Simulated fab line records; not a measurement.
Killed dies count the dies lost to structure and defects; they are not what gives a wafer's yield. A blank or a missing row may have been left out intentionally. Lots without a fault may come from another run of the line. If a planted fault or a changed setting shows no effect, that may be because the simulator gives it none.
Code-filled problem report in 8D (eight disciplines) form | flow n5 finfet | the parts of the form that need people (team, actions taken, sign-off) are left out

== 1. WHAT WENT WRONG ==
Mean of killed_at_M0_to_M3 at N5_PASSIVATION_PROBE_49: 258 across 4 wafers in 2 lots; on wafers with no fault it is 35 (standard deviation 11). That puts it +20 standard deviations away from the usual mean.
First observed at day 14 22:55: wafer L445.4, on prober-01. Wafers with a number at this step in the record: 13, from 5 lots. The rule behind "out" and "out of limits": a value lying over 4 standard deviations away from the usual mean. Any other wafer with a number is counted as sound.

== 2. WHAT IT IS AND WHAT IT IS NOT ==
question                    | is                                                                                                                                        | is not
which readings at this step | killed_at_M0_to_M3, defect limited yield, killed dies, killed on rim, sort_bin_5_function, sort_bin_6_memory, sort n pass, sort yield pct | killed_at_M4_up, killed at contacts, killed at front end, killed at other, killed open, sort_bin_8_speed
which lots                  | L445, L448                                                                                                                                | L437, L439, L454
which wafers of those lots  | L445.4, L445.5, L448.2, L448.6                                                                                                            | L445.3, L448.1
read on which tools         | prober-01, prober-02                                                                                                                      | -
when                        | from day 14 22:55                                                                                                                         | up to then (7 sound wafers); but 2 sound wafers of L448, L454 came after

== 3. THE SUSPECTS, EACH WITH WHAT RULES IT OUT ==
Counting: any tool at a process step up to the reading remains a suspect provided it ran every lot that is out. Sound lots after the first of them don't rule it out here, since some wafers of a struck lot are sound.
- ecd cu-02 at N5_BEOL_M0_ECD_118 (material Cu, target thk 300 nm): kept. It processed each lot that is out (first: L445, day 8 08:11); up to then, its last sound lot is L439 (day 6 18:55).
- rie diel-06 at N5_PASSIVATION_STRIP_14 (strips in O2): kept. It processed each lot that is out (first: L445, day 14 15:45); up to then, its last sound lot is L439 (day 12 08:02).
Left after counting: ecd cu-02 at N5_BEOL_M0_ECD_118, rie diel-06 at N5_PASSIVATION_STRIP_14.

== 4. THE CAUSE (what the simulator had put in) ==
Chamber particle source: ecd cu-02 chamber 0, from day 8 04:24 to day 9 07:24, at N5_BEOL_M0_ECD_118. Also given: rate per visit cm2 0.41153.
After counting, 2 suspects remain, this tool included.

== 5. THE EFFECT CHAIN, in route order ==
Rows list readings where the struck wafers' mean (over those with a number) sits beyond 3 standard deviations from the usual. Only readings for which the record gives a usual standard deviation are gone through. hours: the time from each lot's start at the first step in this table that gives one to its start at this step, as a median over the lots. sigmas: the change in usual standard deviations.
hours | step                    | reading              | usual  | on struck wafers | change | sigmas
0     | N5_PASSIVATION_PROBE_49 | defect limited yield | 91.3 % | 72.6             | -18.7  | -13
0     | N5_PASSIVATION_PROBE_49 | killed_at_M0_to_M3   | 35     | 258              | +222   | +20
0     | N5_PASSIVATION_PROBE_49 | killed dies          | 103    | 324              | +220   | +13
0     | N5_PASSIVATION_PROBE_49 | killed on rim        | 13     | 40               | +27    | +6.7
0     | N5_PASSIVATION_PROBE_49 | sort_bin_5_function  | 5.1 %  | 16.9             | +11.8  | +13
0     | N5_PASSIVATION_PROBE_49 | sort_bin_6_memory    | 3.3 %  | 9.3              | +6.0   | +8.3
0     | N5_PASSIVATION_PROBE_49 | sort n pass          | 1077   | 856              | -220   | -13
0     | N5_PASSIVATION_PROBE_49 | sort yield pct       | 91.3 % | 72.6             | -18.7  | -13
Here are the process steps it includes:
- N5_PASSIVATION_PROBE_49

== 6. HOW IT WOULD HAVE BEEN CAUGHT EARLIER ==
First out-of-limits reading in this record: day 14 22:55, which is 163 hours after fault onset at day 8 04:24.
Lots out: 2; all had begun N5_BEOL_M0_ECD_118 on ecd cu-02 by day 14 22:55. Tool hold at that time: it would have spared none of them.
